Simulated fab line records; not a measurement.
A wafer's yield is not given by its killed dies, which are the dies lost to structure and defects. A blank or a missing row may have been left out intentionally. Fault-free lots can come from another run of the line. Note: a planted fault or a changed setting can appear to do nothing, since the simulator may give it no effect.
Lot-split experiment -- flow n5Finfet -- 21 wafers read from 7 lots, route of 1938 steps

== SPLIT DETAILS ==
At N5_FIN_SAQP_COAT_68 (time 60 s, resist thk 100 nm), the setting spinRpm was moved away from the recipe's 1500 rpm on 5 of the 21 wafers read, by -9.0% to +6.5%. This setting was run at the recipe's value on the other wafers.

The reading comes from the split's own step.

== THE READING ==
SOC_of_FIN_SAQP_COAT_68.thkNm (the simulator's own value, which no gauge read), in nm, at N5_FIN_SAQP_COAT_68 (time 60 s, resist thk 100 nm). There is no usual value for it anywhere in the file. Across the 16 wafers here that went through the recipe, the average is 100.0 nm and the standard deviation 0.26 nm.

wafer,"tool, chamber at the split","spinRpm as run, rpm",against the recipe,"SOC_of_FIN_SAQP_COAT_68.thkNm, nm",against lot-mates on the recipe
L074.3,"lithoTrack-05, 0",1500,recipe,99.4,-
L074.4,"lithoTrack-05, 0",1500,recipe,99.6,-
L074.6,"lithoTrack-05, 0",1365,-9.0%,104.4,+4.9
L076.1,"lithoTrack-02, 0",1500,recipe,100.2,-
L076.2,"lithoTrack-02, 0",1597,+6.5%,97.2,-3.0
L076.6,"lithoTrack-02, 0",1597,+6.5%,97.2,-3.0
L078.1,"lithoTrack-02, 0",1500,recipe,100,-
L078.3,"lithoTrack-02, 0",1500,recipe,100,-
L078.5,"lithoTrack-02, 0",1500,recipe,100.2,-
L086.3,"lithoTrack-05, 0",1427,-4.9%,102.8,+2.8
L086.4,"lithoTrack-05, 0",1500,recipe,100.2,-
L086.5,"lithoTrack-05, 0",1500,recipe,99.8,-
L093.4,"lithoTrack-05, 0",1500,recipe,100.6,-
L093.5,"lithoTrack-05, 0",1500,recipe,100,-
L093.6,"lithoTrack-05, 0",1500,recipe,100.2,-
L095.4,"lithoTrack-05, 0",1416,-5.6%,103,+3.1
L095.5,"lithoTrack-05, 0",1500,recipe,99.8,-
L095.6,"lithoTrack-05, 0",1500,recipe,100,-
L097.1,"lithoTrack-05, 0",1500,recipe,100,-
L097.3,"lithoTrack-05, 0",1500,recipe,100,-
L097.6,"lithoTrack-05, 0",1500,recipe,100,-

FIT RESULTS
A straight line over all 21 wafers: SOC_of_FIN_SAQP_COAT_68.thkNm changes by -0.482 nm for each +1% of spinRpm; r = -0.99; the points scatter about the line by 0.28 nm.
The same after taking each lot's own level away (the mean of its wafers on the recipe; 21 wafers): -0.516 nm for each +1%; r = -0.99; scatter 0.19 nm.
Per that fit: largest spinRpm move, reading shift of 4.6 nm.
Measured against the standard deviation above, the lots' own levels, which go from 99.50 to 100.27 nm, span 2.9 times it.
Consequently the slope shifts little with the lot-to-lot level, the two slopes agreeing.
Check: +4.6 nm against its lot-mates is what the line predicts for one of the wafers moved furthest among these (-9.0%) when that wafer is left out of the fit. Against them it came out at +4.9 nm.

== FURTHER SPLITS ON THESE WAFERS ==
Before the reading, these wafers also passed through other splits. Each is held against what the fit with the lots' levels taken away leaves over:
other split on the same wafers,wafers away from the commonest value,r with SOC_of_FIN_SAQP_COAT_68.thkNm (lot level and that fit taken away)
N5_WELL_APT_PEB_23 pebTimeS,11,+0.26
N5_WELL_APT_DESCUM_30 timeS,6,+0.22
N5_PMOS_HMC_CHANNEL_EPI_PEB_07 pebTimeS,6,+0.39
N5_PMOS_HMC_CHANNEL_EPI_DEVELOP_08 developTimeS,8,-0.21

== FILE'S OWN FIT ==
SOC_of_FIN_SAQP_COAT_68.thkNm changes by -0.531 nm for each +1% of spinRpm, r = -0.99.
